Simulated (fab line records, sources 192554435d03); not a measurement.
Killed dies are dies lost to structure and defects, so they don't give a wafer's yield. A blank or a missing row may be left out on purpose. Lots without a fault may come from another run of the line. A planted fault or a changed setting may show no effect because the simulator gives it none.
fab line records | flow n5_finfet
record lots=7 wafers=39
route steps=1938 shown SD_EPI_P@312 SD_ACTIVATION@330 HKMG_FIN@438 MOL_CONTACT_COAG@532
start_h: hours from the record's first day to the start of the lot's first wafer shown | wait_h: hours since the lot's step before | " the same as in the row above | L1.1+2: a row that stands for several wafers | - no value, or no start given | * or withheld: withheld | < > ~ a bound
route shown NAME@n: a module of which the file shows steps, and the number in the route of the first | usual: mean/standard deviation of fault-free wafers | same: alike in all rows | chamber/n: place in a boat | sites: the reading at each site | _std_site: their standard deviation | _edge_site: outer sites' mean less inner sites' | radius_mm: how far each site lies from the wafer's centre | mask NAME#n: copy n | behind: the tool/chamber that last shaped the wafer | hold: why the lot was held/for how many hours/how that ended | device: the transistor (n, p or np) that didn't switch | end of line: the same wafers' tests at the end of the route | a step without rows: its recipe alone | killed: dies lost to structure and defects at the first sort, not the wafer's yield | map: a wafer's dies, x killed, . not, _ none there
set.NAME: the setting as run; set.NAME@STEP: as run at that earlier step | model.NAME: the simulator's own value behind a step, which no gauge read
lots whose settings were changed on purpose; a table a step, a row a wafer
## steps
# step N5_SD_EPI_P_ETCH_16
# recipe chemistry=CHF3/O2 target=SiO2 target_depth_a=50 mask_material=SOC pressure_mtorr=30 source_w=650 bias_w=170 Ar_flow_sccm=200 CHF3_flow_sccm=50 O2_flow_sccm=5 ion_energy_ev=200
# columns lot.wafer tool chamber start_h wait_h set.target_depth_a model.etch.depth_nm
L074.1 rie_diel-06 2 57.58 0.1 50 5.202
L074.2 " 0 " " 54.1 5.355
L074.3 " 1 " " 54.1 5.393
L074.4 " 3 " " 50 5.052
L074.5 " 2 " " 50 5.172
L074.6 " 3 " " 54.1 5.483
L077.2 rie_diel-06 2 74.23 0.1 50 5.167
L077.5 " 3 " " 50 5.048
L077.6 " 0 " " 50 4.917
L080.1 rie_diel-05 0 93.64 0.1 45 4.419
L080.2 " 2 " " 50 5.044
L080.3 " 1 " " 45 4.553
L080.4 " 3 " " 45 4.466
L080.5 " 1 " " 50 5.067
L080.6 " 2 " " 50 5.032
L084.1+2 rie_diel-06 0,1 115.55 0.1 50 4.969
L084.3 " 3 " " 50 5.023
L084.4 " 2 " " 50 5.094
L084.5 " 3 " " 50 5.022
L084.6 " 2 " " 50 5.143
L087.1 rie_diel-06 3 134.71 0.1 50 4.904
L087.2 " 1 " " 50 4.889
L087.3 " 2 " " 53.75 5.409
L087.4 " 2 " " 53.75 5.435
L087.5 " 1 " " 53.75 5.224
L087.6 " 3 " " 50 4.924
L090.1 rie_diel-03 2 151.01 0.1 54.22 5.35
L090.2 " 1 " " 50 4.988
L090.3 " 0 " " 50 5.1
L090.4 " 3 " " 54.22 5.435
L090.5 " 0 " " 54.22 5.486
L090.6 " 1 " " 50 5.019
L095.1 rie_diel-05 3 181.15 0.1 51.77 5.109
L095.2 " 1 " " 50 5.029
L095.3 " 2 " " 50 5.105
L095.4 " 0 " " 51.77 5.152
L095.5 " 0 " " 50 4.924
L095.6 " 1 " " 51.77 5.208
# step N5_SD_EPI_P_STRIP_50
# recipe chemistry=CHF3/O2 resist=SiARC rf_frequency_hz=6e+07
# step N5_SD_EPI_P_SD_RECESS_17
# recipe chemistry=HBr/Cl2/O2 target_depth_a=391 bt_time_s=3 pressure_mtorr=10 icp_w=800 bias_w=112 HBr_flow_sccm=150 Cl2_flow_sccm=80 O2_flow_sccm=12
# step N5_SD_EPI_P_EPI_21
# recipe material=SiGe:B dopant=B temp_c=550 pressure_torr=20 ambient=H2 time_s=355
# step N5_SD_EPI_P_HM_STRIP_48
# recipe chemistry=H3PO4 temp_c=160 material=SiNx target=SiNx target_depth_a=30 overetch_fraction=0.3
# columns lot.wafer tool chamber start_h wait_h set.temp_c@SD_EPI_N_EPI_21 model.Si-P_of_SD_EPI_N_EPI_21.thk_nm
L074.1 wet_bench-04 5 60.55 0.0 677.5 56
L074.2 " 1 " " 677.5 55.6
L074.3 " 3 " " 680 57.8
L074.4 " 4 " " 677.5 55.8
L074.5 " 2 " " 680 57.6
L074.6 " 0 " " 680 58.4
L077.2 wet_bench-04 1 77.21 0.0 680 57.8
L077.5 " 4 " " 680 57.2
L077.6 " 3 " " 680 57.4
L080.1 wet_bench-02 0 96.65 0.0 676.2 55
L080.2 " 3 " " 680 58.6
L080.3 " 1 " " 680 58.8
L080.4 " 2 " " 676.2 55.4
L080.5 " 4 " " 676.2 55.8
L080.6 " 7 " " 680 59.2
L084.1+3 wet_bench-01 3,6 119.36 0.0 680 57.6
L084.2 " 5 " " 680 57.8
L084.4 " 2 " " 680 58.2
L084.5 " 1 " " 680 57.4
L084.6 " 4 " " 680 58
L087.1 wet_bench-01 7 137.67 0.0 680 57.4
L087.2 " 1 " " 680 58.4
L087.3 " 3 " " 675.6 53.6
L087.4 " 4 " " 680 57.8
L087.5 " 2 " " 675.6 51.8
L087.6 " 0 " " 675.6 53
L090.1 wet_bench-04 1 154.00 0.0 677.4 55.6
L090.2 " 2 " " 677.4 56
L090.3 " 6 " " 680 58.8
L090.4+6 " 5,4 " " 680 58.2
L090.5 " 3 " " 677.4 56.6
L095.1 wet_bench-04 3 184.11 0.0 680 58.6
L095.2+4+5 " 2,7,5 " " 680 58.2
L095.3+6 " 4,6 " " 680 58
# step N5_SD_EPI_P_SRD_49
# recipe dry=ipa_marangoni time_s=30 temp_c=23 rinse_liquid=diw
# step N5_SD_EPI_P_PRECLEAN_24
# recipe chemistry=O3/DIW time_s=45 temp_c=22 o3_ppm=10
# step N5_SD_ACTIVATION_RTA_00
# recipe temp_c=975 time_s=0 ambient=N2 idle_temp_c=600 ramp_up_c_per_s=150 ramp_down_c_per_s=60 cool_to_c=600
# step N5_SD_ACTIVATION_LSA_01
# recipe temp_c=1080 time_s=0.0008 ambient=N2
# step N5_SD_ACTIVATION_RS_MEAS_03
# recipe thk_meas_gauge=four-point-probe
# usual RS_SD_N=21.92/0.3 RS_SD_P=55.7/0.96
# columns lot.wafer tool chamber start_h wait_h set.temp_c@SD_EPI_N_EPI_21 RS_SD_N[ohm/sq] RS_SD_P[ohm/sq]
L074.1 film_metro-02 - 61.13 0.2 677.5 22.37 55.0
L074.2 " - " " 677.5 22.80 55.7
L074.3 " - " " 680 22.04 54.9
L074.4 " - " " 677.5 22.72 54.7
L074.5 " - " " 680 21.99 54.9
L074.6 " - " " 680 21.81 54.7
L077.2 film_metro-02 - 77.96 0.2 680 22.28 55.6
L077.5 " - " " 680 22.38 55.4
L077.6 " - " " 680 22.56 55.4
L080.1 film_metro-01 - 98.01 0.2 676.2 23.12 55.5
L080.2 " - " " 680 21.71 55.9
L080.3 " - " " 680 21.74 56.2
L080.4 " - " " 676.2 22.93 54.9
L080.5 " - " " 676.2 22.99 55.2
L080.6 " - " " 680 21.50 54.7
L084.1 film_metro-01 - 119.96 0.2 680 21.90 55.9
L084.2 " - " " 680 21.98 56.3
L084.3 " - " " 680 21.98 55.3
L084.4 " - " " 680 21.73 55.4
L084.5 " - " " 680 22.20 55.9
L084.6 " - " " 680 21.68 55.9
L087.1 film_metro-02 - 138.72 0.2 680 22.24 55.7
L087.2 " - " " 680 21.70 55.4
L087.3 " - " " 675.6 23.78 55.9
L087.4 " - " " 680 21.98 55.3
L087.5 " - " " 675.6 24.50 55.2
L087.6 " - " " 675.6 23.94 55.4
L090.1 film_metro-02 - 154.58 0.2 677.4 22.86 55.1
L090.2 " - " " 677.4 22.69 56.0
L090.3 " - " " 680 21.57 54.9
L090.4 " - " " 680 21.81 55.6
L090.5 " - " " 677.4 22.24 55.5
L090.6 " - " " 680 21.91 55.3
L095.1 film_metro-01 - 184.70 0.2 680 21.78 54.3
L095.2 " - " " 680 22.01 55.0
L095.3 " - " " 680 21.84 54.6
L095.4 " - " " 680 21.89 55.5
L095.5 " - " " 680 21.98 54.5
L095.6 " - " " 680 22.13 55.7
# step N5_HKMG_FIN_ETCH_35
# recipe chemistry=N2/H2 target=SOC target_depth_a=2158 ion_energy_ev=65 bias_w=5 source_w=3000 time_s=243.4 pressure_mtorr=30 n2_flow_sccm=200 h2_flow_sccm=200
# columns lot.wafer tool chamber start_h wait_h set.target_depth_a model.HKMG_FIN.feature_depth_nm model.etch.depth_nm model.SOC_of_HKMG_FIN_COAT_29.thk_nm
L074.1 rie_diel-01 0 77.92 0.0 2158 221.2 221.3 77.8
L074.2 " 2 " " 2158 221.4 221.4 78.2
L074.3 " 3 " " 2158 220 220.1 79
L074.4 " 1 " " 2158 218.6 218.6 80.2
L074.5 " 0 " " 2158 222 222.1 77.4
L074.6 " 3 " " 2158 218.8 218.8 80.2
L077.2 rie_diel-02 3 94.82 0.0 2158 215.4 215.5 83.6
L077.5 " 3 " " 2158 214.2 214.1 85.2
L077.6 " 2 " " 2158 216.2 216.2 83.2
L080.1 rie_diel-02 2 117.78 0.0 2158 212 212 88.6
L080.2 " 1 " " 2158 217.2 217.1 82.6
L080.3 " 3 " " 2158 214.6 214.5 86
L080.4 " 2 " " 2158 214.8 214.9 85
L080.5 " 3 " " 2158 213.6 213.7 86.6
L080.6 " 1 " " 2158 217.6 217.5 81.8
L084.1 rie_diel-02 3 136.87 0.0 2158 211.4 211.3 89.4
L084.2 " 2 " " 2158 215 215.1 85
L084.3 " 1 " " 2158 216.8 216.7 84.4
L084.4 " 0 " " 2158 217.2 217.3 83
L084.5 " 3 " " 2158 210.6 210.6 89.4
L084.6 " 0 " " 2158 219 218.9 81.2
L087.1 rie_diel-01 3 156.90 0.0 2031 205 205.1 96.2
L087.2 " 1 " " 2031 203.6 203.7 96.6
L087.3 " 2 " " 2031 205.8 205.8 95.6
L087.4 " 0 " " 2158 220.8 220.7 81.2
L087.5 " 2 " " 2158 218 218.1 82.2
L087.6 " 3 " " 2158 219.8 219.7 80.6
L090.1 rie_diel-04 0 173.18 0.0 2158 211.6 211.7 89.8
L090.2 " 3 " " 2158 219.2 219.2 83.2
L090.3 " 2 " " 2331 236.4 236.4 65.8
L090.4 " 1 " " 2331 238 238.1 63.8
L090.5 " 0 " " 2331 229.8 229.7 71.8
L090.6 " 3 " " 2158 216.2 216.2 85.2
L095.1 rie_diel-01 1 201.91 0.0 1996 198.4 198.3 101.4
L095.2 " 2 " " 2158 217.2 217.1 83.6
L095.3 " 3 " " 1996 197.6 197.7 102.2
L095.4 " 0 " " 1996 200.6 200.7 99.8
L095.5 " 3 " " 2158 214.2 214.3 85.6
L095.6 " 0 " " 2158 217 217.1 83.4
# step N5_MOL_CONTACT_COAG_ETCH_106
# recipe chemistry=N2/H2 target=SOC target_depth_a=800 overetch_a=160 mask_material=SiARC temp_c=40 time_s=120 ion_energy_ev=200 pressure_mtorr=30 source_w=840 bias_w=150 n2_flow_sccm=200 h2_flow_sccm=200
# usual rf_vpp_V=525.1/1.9
# columns lot.wafer tool chamber start_h wait_h set.source_w rf_vpp_V model.SiARC_of_MOL_CONTACT_COAG_COAT_104.thk_nm
L074.1 rie_diel-02 1 90.27 0.0 884 517.8 6.2
L074.2 " 3 " " 884 516.5 6.2
L074.3 " 2 " " 840 524.5 6.2
L074.4 " 0 " " 840 526.4 6.2
L074.5 " 3 " " 884 517.8 6.2
L074.6 " 0 " " 840 527.4 6.2
L077.2 rie_diel-02 3 108.48 0.0 840 527.3 6.6
L077.5 " 0 " " 840 526.2 6.4
L077.6 " 1 " " 840 525.5 6.4
L080.1 rie_diel-02 1 131.18 0.0 687.5 560.3 7
L080.2 " 0 " " 687.5 561.9 6.8
L080.3 " 3 " " 840 527.6 6.4
L080.4 " 2 " " 840 525.2 6.2
L080.5 " 2 " " 840 523.5 6.4
L080.6 " 1 " " 687.5 560.1 7
L084.1 rie_diel-04 0 149.50 0.0 760.3 541.7 6.8
L084.2 " 2 " " 840 525.0 6.4
L084.3 " 1 " " 840 521.8 6.4
L084.4 " 0 " " 760.3 539.5 6.8
L084.5 " 2 " " 760.3 543.0 6.6
L084.6 " 1 " " 840 522.8 6.4
L087.1 rie_diel-01 3 170.99 0.0 840 522.3 6.4
L087.2 " 1 " " 840 525.7 6.4
L087.3 " 2 " " 957.1 505.6 5.8
L087.4 " 0 " " 957.1 505.4 5.8
L087.5 " 0 " " 840 528.2 6.2
L087.6 " 1 " " 957.1 503.8 5.8
L090.1 rie_diel-02 0 186.21 0.0 840 527.2 6.2
L090.2 " 1 " " 840 524.8 6.4
L090.3 " 3 " " 840 525.2 6.4
L090.4 " 2 " " 840 523.7 6.4
L090.5 " 0 " " 840 526.4 6.2
L090.6 " 1 " " 840 523.4 6.2
L095.1 rie_diel-01 0 214.31 0.0 840 527.8 6.2
L095.2 " 1 " " 729 551.1 6.8
L095.3 " 2 " " 729 552.4 6.8
L095.4 " 3 " " 729 546.8 6.8
L095.5 " 2 " " 840 528.9 6.2
L095.6 " 3 " " 840 522.0 6.4
## key
split step=N5_SD_EPI_P_ETCH_16 setting=target_depth_a stated=50 by=wafer
response step=N5_SD_EPI_P_ETCH_16 reading=model.etch.depth_nm change=+0.0489 per=1% r=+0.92
split step=N5_HKMG_FIN_ETCH_35 setting=target_depth_a stated=2158 by=wafer
response step=N5_HKMG_FIN_ETCH_35 reading=model.HKMG_FIN.feature_depth_nm change=+2.38 per=1% r=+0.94
response step=N5_HKMG_FIN_ETCH_35 reading=model.etch.depth_nm change=+2.37 per=1% r=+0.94
response step=N5_HKMG_FIN_ETCH_35 reading=model.SOC_of_HKMG_FIN_COAT_29.thk_nm change=-2.36 per=1% r=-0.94
split step=N5_MOL_CONTACT_COAG_ETCH_106 setting=source_w stated=840 by=wafer
response step=N5_MOL_CONTACT_COAG_ETCH_106 reading=rf_vpp_V change=-1.79 per=1% r=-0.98
response step=N5_MOL_CONTACT_COAG_ETCH_106 reading=model.SiARC_of_MOL_CONTACT_COAG_COAT_104.thk_nm change=-0.035 per=1% r=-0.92
split outside_this_file step=N5_SD_EPI_N_EPI_21 setting=temp_c
# split outside_this_file: this setting was split too, and the file shows its column; the key of that split is in another file
